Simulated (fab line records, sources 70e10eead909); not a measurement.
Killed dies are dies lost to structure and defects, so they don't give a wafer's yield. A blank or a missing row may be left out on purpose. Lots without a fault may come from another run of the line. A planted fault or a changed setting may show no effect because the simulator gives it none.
fab line records | flow nand_harc
record lots=7 wafers=21 last_day=25
route steps=1159 shown P_M1@306 P_M2@318 END@1159
lots that met no fault: from a run of the same line without faults
start_h: hours from the record's first day to the start of the lot's first wafer shown | wait_h: hours since the lot's step before | " the same as in the row above | L1.1+2: a row that stands for several wafers | - no value, or no start given | * or withheld: withheld | < > ~ a bound
route shown NAME@n: a module of which the file shows steps, and the number in the route of the first | usual: mean/standard deviation of fault-free wafers | same: alike in all rows | chamber/n: place in a boat | sites: the reading at each site | _std_site: their standard deviation | _edge_site: outer sites' mean less inner sites' | radius_mm: how far each site lies from the wafer's centre | mask NAME#n: copy n | behind: the tool/chamber that last shaped the wafer | hold: why the lot was held/for how many hours/how that ended | device: the transistor (n, p or np) that didn't switch | end of line: the same wafers' tests at the end of the route | a step without rows: its recipe alone | killed: dies lost to structure and defects at the first sort, not the wafer's yield | map: a wafer's dies, x killed, . not, _ none there
set.NAME: the setting as run; set.NAME@STEP: as run at that earlier step | model.NAME: the simulator's own value behind a step, which no gauge read
lots at some steps of the route; a table a step, a row a wafer
services: from which hour (start_h, from the record's first day; less than 0 if before it) a tool's chamber was out of use, for how many hours, and why
## steps
# step NHARC_P_M1_PRE_CLEAN_30
# recipe time_s=30 temp_c=280 gas=H2/He
# step NHARC_P_M1_PVD_20
# recipe target_thk_a=50 bias_v=168.6 power_w=15000 chamber_pressure_pa=0.12 time_s=8.06 substrate_temp_c=50 material=TaN
# usual substrate_temp_c=50.01/0.1 throttle_valve_pct=29.6/1
# columns lot.wafer tool chamber start_h wait_h substrate_temp_c throttle_valve_pct
L180.4 pvd_sputter-03 - - - 50.02 29.9
L180.1 " - " " 50.10 28.8
L180.6 " - " " 50.00 28.3
L182.1 pvd_sputter-02 - - - 49.86 29.1
L182.5 " - " " 50.03 30.2
L182.6 " - " " 49.86 29.4
L192.4 pvd_sputter-03 - - - 50.15 30.0
L192.5 " - " " 49.97 30.1
L192.6 " - " " 49.94 28.8
L189.4 pvd_sputter-03 - - - 50.19 30.0
L189.2 " - " " 50.06 28.2
L189.5 " - " " 49.98 28.5
L190.4 pvd_sputter-02 - - - 50.06 29.7
L190.3 " - " " 49.86 29.3
L190.5 " - " " 50.10 29.0
L193.2 pvd_sputter-01 - - - 49.94 29.9
L193.4 " - " " 49.78 29.2
L193.5 " - " " 50.18 29.8
L201.4 pvd_sputter-02 - - - 50.19 29.2
L201.1 " - " " 50.11 29.6
L201.5 " - " " 49.91 28.7
# step NHARC_P_M1_PVD_21
# recipe target_thk_a=300 chamber_pressure_pa=5 power_w=5000 substrate_temp_c=30 time_s=20.49 material=Cu
# usual substrate_temp_c=29.99/0.11 throttle_valve_pct=29.7/1.1
# columns lot.wafer tool chamber start_h wait_h substrate_temp_c throttle_valve_pct
L180.1 pvd_sputter-03 - - - 30.01 28.4
L180.4 " - " " 30.03 28.2
L180.6 " - " " 30.02 29.9
L182.1 pvd_sputter-02 - - - 29.88 29.4
L182.5 " - " " 30.07 29.3
L182.6 " - " " 29.85 29.3
L192.4 pvd_sputter-03 - - - 29.97 29.8
L192.6 " - " " 30.07 28.1
L192.5 " - " " 30.20 30.9
L189.2 pvd_sputter-03 - - - 29.95 31.0
L189.4 " - " " 29.94 28.1
L189.5 " - " " 30.09 31.0
L190.4 pvd_sputter-02 - - - 29.89 29.6
L190.3 " - " " 29.83 30.0
L190.5 " - " " 29.94 29.4
L193.4 pvd_sputter-01 - - - 29.90 30.1
L193.2 " - " " 30.04 32.3
L193.5 " - " " 29.84 29.4
L201.1 pvd_sputter-02 - - - 29.90 30.4
L201.4 " - " " 29.96 30.1
L201.5 " - " " 30.05 29.9
# step NHARC_P_M1_ECD_22
# recipe target_thk_a=4000 bath_temp_c=25 material=Cu
# step NHARC_P_M1_ANNEAL_31
# recipe temp_c=225 time_s=90
# usual wafer_temp_C_max=226.04/0.23
# columns lot.wafer tool chamber start_h wait_h wafer_temp_C_max
L180.1 rtp_anneal-01 0 138.98 - 226.45
L180.4 " 0 " " 226.21
L180.6 " 0 " " 225.75
L182.1 rtp_anneal-01 0 144.15 - 226.75
L182.5 " 0 " " 226.59
L182.6 " 0 " " 225.95
L192.4 rtp_anneal-01 0 201.45 - 226.12
L192.5 " 0 " " 225.51
L192.6 " 0 " " 226.07
L189.2 rtp_anneal-02 0 202.77 - 226.03
L189.4 " 0 " " 225.63
L189.5 " 0 " " 226.14
L190.3 rtp_anneal-01 0 204.95 - 225.72
L190.4 " 0 " " 226.20
L190.5 " 0 " " 226.08
L193.2 rtp_anneal-01 0 213.43 0.4 226.46
L193.4 " 0 " " 226.43
L193.5 " 0 " " 226.25
L201.1 rtp_anneal-01 0 254.26 - 226.25
L201.4 " 0 " " 226.05
L201.5 " 0 " " 225.96
# step NHARC_P_M1_CMP_23
# recipe t_overpolish_s=20 target_thk_nm=157.82
# usual motor_current_A=12.7/1.3 time_to_endpoint_s=29.0/2.6
# same t_overpolish_s=20
# columns lot.wafer tool chamber start_h wait_h motor_current_A time_to_endpoint_s
L180.4 cmp-02 3 139.36 - 13.4 30.8
L180.1 " 0 " " 13.5 30.8
L180.6 " 3 " " 12.5 31.3
L182.1 cmp-02 0 144.57 - 12.6 26.8
L182.5 " 1 " " 12.6 29.1
L182.6 " 2 " " 13.4 23.6
L192.4 cmp-02 2 201.67 - 12.7 28.4
L192.5 " 1 " " 11.8 29.6
L192.6 " 2 " " 13.7 29.2
L189.2 cmp-03 2 203.06 - 10.2 32.0
L189.4 " 3 " " 14.8 33.0
L189.5 " 3 " " 14.1 32.1
L190.3 cmp-03 0 205.22 - 12.6 29.9
L190.4 " 2 " " 10.6 32.2
L190.5 " 3 " " 14.7 32.1
L193.4 cmp-02 0 213.75 - 13.7 30.7
L193.2 " 2 " " 13.0 25.7
L193.5 " 3 " " 13.3 28.8
L201.4 cmp-04 0 254.64 - 10.4 27.1
L201.1 " 2 " " 14.3 25.3
L201.5 " 1 " " 12.2 25.7
# step NHARC_P_M1_THK_MEAS_24
# recipe thk_meas_gauge=xrf
# usual thk_nm=158.0/1.6
# columns lot.wafer tool chamber start_h wait_h thk_nm
L180.1 film_metro-01 - 139.65 - 158.8
L180.4 " - " " 158.5
L180.6 " - " " 160.0
L182.1 film_metro-01 - 144.80 - 157.6
L182.5 " - " " 157.9
L182.6 " - " " 158.2
L192.4 film_metro-02 - 201.96 - 156.6
L192.5 " - " " 159.5
L192.6 " - " " 158.8
L189.2 film_metro-02 - 203.38 - 162.3
L189.4 " - " " 159.5
L189.5 " - " " 160.0
L190.3 film_metro-01 - 205.50 - 159.4
L190.4 " - " " 160.0
L190.5 " - " " 159.1
L193.2 film_metro-01 - 214.03 - 158.6
L193.4 " - " " 158.0
L193.5 " - " " 157.8
L201.1 film_metro-01 - 254.95 - 155.4
L201.4 " - " " 156.1
L201.5 " - " " 159.2
# step NHARC_P_M1_SRD_25
# step NHARC_P_M1_INSPECT_27
# usual raw_defect_count=292/120
# columns lot.wafer tool chamber start_h wait_h raw_defect_count
L180.1 defect_inspect-01 - 139.81 0.0 234
L180.4 " - " " 221
L180.6 " - " " 345
L182.1 defect_inspect-02 - 144.98 0.0 213
L182.5 " - " " 341
L182.6 " - " " 243
L192.4 defect_inspect-02 - 202.11 0.0 135
L192.5 " - " " 153
L192.6 " - " " 149
L189.2 defect_inspect-02 - 203.55 0.0 514
L189.4 " - " " 524
L189.5 " - " " 440
L190.3 defect_inspect-01 - 205.66 0.0 251
L190.4 " - " " 345
L190.5 " - " " 174
L193.2 defect_inspect-02 - 214.19 0.0 277
L193.4 " - " " 231
L193.5 " - " " 218
L201.1 defect_inspect-02 - 255.11 0.0 556
L201.4 " - " " 384
L201.5 " - " " 285
# step NHARC_P_M1_PRE_CLEAN_32
# recipe time_s=12 temp_c=370 rf_power_w=300 gas=NH3
# step NHARC_P_M1_DEP_33
# recipe target_thk_a=300 temp_c=370 target_thk_nm=30 pressure_torr=3 flow_sccm=200 rf_w=450 material=SiCN
# usual heater_power_w=551/77 showerhead_vpp_V=1290/51
# columns lot.wafer tool chamber start_h wait_h heater_power_w showerhead_vpp_V
L180.1 pecvd-02 1 140.04 0.1 529 1317
L180.6 " 0 " " 455 1233
L180.4 " 1 " " 515 1313
L182.1 pecvd-03 2 145.17 0.1 600 1284
L182.5 " 1 " " 429 1342
L182.6 " 0 " " 609 1334
L192.4 pecvd-03 1 202.49 0.2 432 1344
L192.6 " 2 " " 555 1273
L192.5 " 1 " " 438 1321
L189.2 pecvd-03 2 203.79 0.1 579 1278
L189.4 " 1 " " 400 1351
L189.5 " 1 " " 407 1336
L190.3 pecvd-02 1 205.81 0.1 594 1296
L190.4 " 1 " " 604 1341
L190.5 " 0 " " 518 1221
L193.2 pecvd-04 2 214.33 0.1 694 1319
L193.4 " 2 " " 690 1340
L193.5 " 0 " " 448 1261
L201.1 pecvd-03 2 255.34 0.1 589 1291
L201.5 " 1 " " 420 1348
L201.4 " 2 " " 600 1269
# step NHARC_P_M2_DEP_00
# recipe target_thk_a=1825 target_thk_nm=182.5 temp_c=withheld pressure_torr=5 flow_sccm=200 rf_w=600 material=SiOC
# usual showerhead_vpp_V=1477/62
# columns lot.wafer tool chamber start_h wait_h showerhead_vpp_V
L180.1 pecvd-03 1 140.44 - 1556
L180.4 " 0 " " 1542
L180.6 " 1 " " 1539
L182.1 pecvd-02 2 145.67 - 1435
L182.6 " 2 " " 1388
L182.5 " 1 " " 1507
L192.6 pecvd-02 2 202.95 0.3 1402
L192.4 " 0 " " 1392
L192.5 " 1 " " 1529
L192.6 pecvd-02 2 203.53 - 1430
L192.4 " 0 " " 1419
L192.5 " 1 " " 1545
L189.2 pecvd-02 0 204.32 0.5 1375
L189.5 " 2 " " 1385
L189.4 " 0 " " 1397
L190.3 pecvd-02 0 206.47 - 1370
L190.5 " 1 " " 1527
L190.4 " 2 " " 1396
L193.2 pecvd-03 2 214.82 - 1467
L193.5 " 1 " " 1534
L193.4 " 0 " " 1545
L193.2 pecvd-03 2 215.45 - 1478
L193.5 " 1 " " 1536
L193.4 " 0 " " 1537
L201.1 pecvd-04 1 255.71 - 1443
L201.5 " 0 " " 1442
L201.4 " 1 " " 1426
L201.1 pecvd-04 1 256.37 - 1438
L201.5 " 0 " " 1446
L201.4 " 1 " " 1467
# step NHARC_P_M2_DEHYDRATE_01
# recipe temp_c=150 time_s=120
# step NHARC_END_SORT_01
# recipe temp_c=25
# usual defect_limited_yield=95.3/1.6 killed_at_array=28/10 killed_at_other=0.6/0.85 killed_at_periphery=3.3/2.3 killed_dies=32/11 killed_open=3.3/1.5 killed_short=2.1/1.4 sort_bin_2_pct=1.5/0.63 sort_bin_3_pct=0.25/0.21 sort_bin_4_pct=3.0/1.1 sort_n_pass=645/11 sort_rim_yield_pct=97.6/1.6 sort_yield_pct=95.3/1.6
# same gross_dies=677 sort_bin_5_pct[%]=0 sort_bin_6_pct[%]=0 sort_bin_7_pct[%]=0 sort_bin_8_pct[%]=0 sort_rim_n_gross=106.00
# columns lot.wafer tool chamber start_h wait_h defect_limited_yield[%] killed_at_array killed_at_other killed_at_periphery killed_dies killed_open killed_short sort_bin_2_pct[%] sort_bin_3_pct[%] sort_bin_4_pct[%] sort_n_pass sort_rim_yield_pct[%] sort_yield_pct[%]
L182.1 prober-02 0 466.30 2.5 95.3 28 0 4 32 4 3 1.5 0.30 3.0 645 98.1 95.3
L182.5 prober-02 0 469.48 3.7 96.2 23 0 3 26 2 2 1.6 0.15 2.1 651 97.2 96.2
L182.6 prober-02 0 470.28 4.0 95.3 25 0 7 32 3 3 1.8 0.15 2.8 645 98.1 95.3
L189.2 prober-01 0 515.58 2.8 95.0 28 0 6 34 3 3 2.2 0.15 2.7 643 95.3 95.0
L189.4 prober-01 0 517.16 3.4 95.4 27 0 4 31 4 1 1.8 0 2.8 646 95.3 95.4
L189.5 prober-01 0 517.94 3.7 95.9 25 1 2 28 3 0 1.6 0.44 2.1 649 99.1 95.9
L192.4 prober-02 0 515.78 3.4 97.9 13 0 1 14 3 1 0.4 0.15 1.5 663 99.1 97.9
L192.5 prober-02 0 516.58 3.7 97.8 10 1 4 15 2 2 1.3 0 0.9 662 98.1 97.8
L192.6 prober-02 0 517.37 4.0 96.9 19 1 1 21 5 2 0.9 0 2.2 656 96.2 96.9
L193.2 prober-02 0 536.85 2.8 96.0 24 0 3 27 1 0 2.1 0 1.9 650 98.1 96.0
L193.4 prober-02 0 538.43 3.4 94.2 37 1 1 39 3 1 1.0 0.15 4.6 638 97.2 94.2
L193.5 prober-02 0 539.22 3.7 95.7 29 0 0 29 4 3 1.3 0.59 2.4 648 99.1 95.7
# killed by level:class
L182.1 A_SLIT:chamber_film_flake=8 A_STAIRCASE:chamber_film_flake=5 A_CONTACT:chamber_film_flake=4 A_CHANNEL_HOLE_D1:chamber_film_flake=2 A_WL_FILL:geometric_particle:short=2 P_STI:chamber_film_flake=2 P_M2:chamber_film_flake=2 A_WL_FILL:chamber_film_flake=2
L182.5 A_SLIT:chamber_film_flake=11 A_CHANNEL_HOLE_D1:chamber_film_flake=4 A_STAIRCASE:chamber_film_flake=2 A_CONTACT:chamber_film_flake=2 P_M0:geometric_particle:open=1 A_ONON_D1:geometric_particle:short=1 A_CHANNEL_FILL_D1:geometric_particle:short=1 A_CONTACT:geometric_particle:open=1
L182.6 A_SLIT:chamber_film_flake=13 A_CONTACT:chamber_film_flake=6 P_M2:chamber_film_flake=3 P_CONTACT:geometric_particle:open=2 P_M0:geometric_particle:open=1 A_ONON_D1:geometric_particle:short=1 A_CHANNEL_HOLE_D1:geometric_particle:short=1 A_WL_FILL:geometric_particle:short=1
L189.2 A_CHANNEL_HOLE_D1:chamber_film_flake=16 A_CONTACT:chamber_film_flake=3 A_WL_FILL:geometric_particle:short=2 A_WL_FILL:geometric_particle:open=2 P_M1:chamber_film_flake=2 A_STAIRCASE:chamber_film_flake=2 A_WL_FILL:chamber_film_flake=2 P_CONTACT:geometric_particle:open=1
L192.4 A_CHANNEL_HOLE_D1:chamber_film_flake=6 A_CONTACT:geometric_particle:open=2 A_CONTACT:chamber_film_flake=2 A_CHANNEL_FILL_D1:geometric_particle:open=1 A_WL_FILL:geometric_particle:short=1 P_GATE:chamber_film_flake=1 A_WL_FILL:chamber_film_flake=1
L192.5 A_CHANNEL_HOLE_D1:chamber_film_flake=6 A_CONTACT:chamber_film_flake=3 P_STI:geometric_particle:open=1 P_CONTACT:geometric_particle:open=1 A_M0:geometric_particle:short=1 STARTING-WAFER:geometric_particle:short=1 P_STI:chamber_film_flake=1 P_M0:chamber_film_flake=1
L189.4 A_CHANNEL_HOLE_D1:chamber_film_flake=15 P_M1:chamber_film_flake=3 A_ZERO_WELL:chamber_film_flake=2 A_STAIRCASE:chamber_film_flake=2 A_CONTACT:chamber_film_flake=2 A_CHANNEL_FILL_D1:geometric_particle:open=1 A_SGD_CUT:geometric_particle:open=1 A_WL_FILL:geometric_particle:short=1
L192.6 A_CHANNEL_HOLE_D1:chamber_film_flake=7 A_WL_FILL:chamber_film_flake=3 A_M0:geometric_particle:open=2 A_CONTACT:chamber_film_flake=2 A_ONON_D1:geometric_particle:short=1 A_STAIRCASE:geometric_particle:open=1 A_WL_FILL:geometric_particle:open=1 A_CONTACT:geometric_particle:open=1
L189.5 A_CHANNEL_HOLE_D1:chamber_film_flake=15 A_STAIRCASE:chamber_film_flake=4 A_CONTACT:chamber_film_flake=4 P_CONTACT:geometric_particle:open=2 A_WL_FILL:geometric_particle:open=1 A_WL_FILL:chamber_film_flake=1 THIN_TSV:chamber_film_flake=1
L193.2 A_SLIT:chamber_film_flake=16 A_BONDPAD:chamber_film_flake=3 P_BONDPAD:chamber_film_flake=2 A_CHANNEL_HOLE_D1:chamber_film_flake=2 A_WL_FILL:geometric_particle:open=1 P_M1:chamber_film_flake=1 A_ZERO_WELL:chamber_film_flake=1 A_STAIRCASE:chamber_film_flake=1
L193.4 A_SLIT:chamber_film_flake=17 A_CHANNEL_HOLE_D1:chamber_film_flake=5 A_BONDPAD:chamber_film_flake=4 A_WL_FILL:chamber_film_flake=3 A_CONTACT:chamber_film_flake=2 P_M0:geometric_particle:open=1 A_ONON_D1:geometric_particle:open=1 A_CONTACT:geometric_particle:short=1
L193.5 A_SLIT:chamber_film_flake=14 A_CHANNEL_HOLE_D1:chamber_film_flake=3 A_SOURCE_PLATE:geometric_particle:short=2 A_CHANNEL_FILL_D1:geometric_particle:open=2 A_CONTACT:chamber_film_flake=2 A_ONON_D1:geometric_particle:open=1 A_BLC:geometric_particle:short=1 A_M0:geometric_particle:open=1
## services
# columns tool chamber start_h hours kind
pvd_sputter-03 - 115.49 1.2 repair
cmp-04 - 116.00 7.7 repair
cmp-02 - 135.02 4.0 pm
pecvd-04 - 148.73 1.8 repair
pecvd-04 - 151.20 1.7 repair
pecvd-02 - 153.27 13.0 pm
cmp-03 - 156.03 4.0 pm
pvd_sputter-01 - 160.10 10.0 pm
pvd_sputter-03 - 165.34 0.6 repair
pecvd-02 - 170.28 0.6 repair
pvd_sputter-01 - 174.45 4.0 repair
cmp-02 - 186.99 0.6 repair
pecvd-04 - 195.00 13.0 pm
pvd_sputter-01 - 195.70 8.5 repair
pecvd-03 0 196.69 13.8 repair
cmp-04 - 204.92 4.0 pm
pvd_sputter-02 - 214.05 10.0 pm
cmp-04 - 214.14 1.1 repair
cmp-03 - 217.69 2.1 repair
cmp-02 - 233.02 4.0 pm
cmp-02 - 239.02 0.4 repair
pecvd-04 0 240.18 6.7 repair
pvd_sputter-01 - 251.09 7.3 repair
cmp-03 - 254.03 4.0 pm
## key
first_sign step=NHARC_P_M2_DEP_00 reading=visit direction=added
effect none on later readings
met_at NHARC_P_M2_DEP_00
struck_wafers L192.4,L192.5,L192.6,L193.2,L193.4,L193.5,L201.1,L201.4,L201.5
fault kind=repeated_step_whole tool=pecvd-02,pecvd-03,pecvd-04 chamber=- onset_h=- steps=NHARC_P_M2_DEP_00 times=1 scope=struck_lots_only
